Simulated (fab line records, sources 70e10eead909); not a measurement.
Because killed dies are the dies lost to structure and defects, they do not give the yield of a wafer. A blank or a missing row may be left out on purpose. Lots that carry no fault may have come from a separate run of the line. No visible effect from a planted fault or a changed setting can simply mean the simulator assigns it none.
Matching of chambers | flow nand harc | 4 sister chambers for NHARC_P_BONDPAD_DESCUM_11 on rie diel-03
The step chemistry O2, time 3 s. 14 wafers are shown with their chamber, then 7 later ones without.

== WAFERS, EACH WITH ITS CHAMBER ==
wafer  | chamber | showerhead plenum p Torr (Torr) | drypump motor current A (A) | throttle valve pct (%)
L075.1 | 0       | 1.86                            | 5.3                         | 11.306
L075.5 | 0       | 1.86                            | 5.3                         | 11.311
L075.6 | 1       | 1.94                            | 5.8                         | 11.315
L076.2 | 3       | 1.79                            | 5.7                         | 11.312
L076.3 | 2       | 1.91                            | 6.3                         | 11.324
L076.4 | 0       | 1.86                            | 5.3                         | 11.316
L087.2 | 0       | 1.86                            | 5.4                         | 11.316
L087.4 | 1       | 1.93                            | 5.8                         | 11.317
L087.5 | 3       | 1.79                            | 5.6                         | 11.310
L090.1 | 3       | 1.79                            | 5.7                         | 11.304
L090.3 | 1       | 1.93                            | 5.8                         | 11.319
L090.6 | 2       | 1.91                            | 6.3                         | 11.324
L094.1 | 0       | 1.86                            | 5.3                         | 11.323
L094.4 | 1       | 1.93                            | 5.8                         | 11.301

SIGNATURES, as means of the wafers listed above
reading                  | chamber 0 | chamber 1 | chamber 2 | chamber 3 | scatter within a chamber
showerhead plenum p Torr | 1.8600    | 1.9325    | 1.9100    | 1.7900    | 0.00274
drypump motor current A  | 5.320     | 5.800     | 6.300     | 5.667     | 0.0383
throttle valve pct       | 11.31440  | 11.31300  | 11.32400  | 11.30867  | 0.00629
Rule: a wafer's distance from a chamber is the root of the sum, over the readings, of the square of ((its reading less the chamber's mean) divided by the reading's scatter). The wafer belongs to the nearest chamber; if the next one is less than 2 further off, it can't be placed. The scatter: the root of (the sum of the squares of (reading less its chamber's mean) over the shown wafers, divided by (wafers less chambers)).

== WAFERS WITHOUT THEIR CHAMBER ==
wafer  | showerhead plenum p Torr (Torr) | drypump motor current A (A) | throttle valve pct (%)
L094.5 | 1.86                            | 5.3                         | 11.330
L095.2 | 1.91                            | 6.3                         | 11.318
L095.5 | 1.91                            | 6.3                         | 11.326
L095.6 | 1.86                            | 5.3                         | 11.317
L097.1 | 1.91                            | 6.3                         | 11.296
L097.4 | 1.86                            | 5.4                         | 11.305
L097.5 | 1.79                            | 5.7                         | 11.304

== WHICH CHAMBER EACH ONE RAN IN ==
wafer  | from the rows above | in truth
L094.5 | 0                   | 0
L095.2 | 2                   | 2
L095.5 | 2                   | 2
L095.6 | 0                   | 0
L097.1 | 2                   | 2
L097.4 | 0                   | 0
L097.5 | 3                   | 3
Correct placement for 7 of the 7. Not placeable from these rows: 0. Placed wrongly: 0.
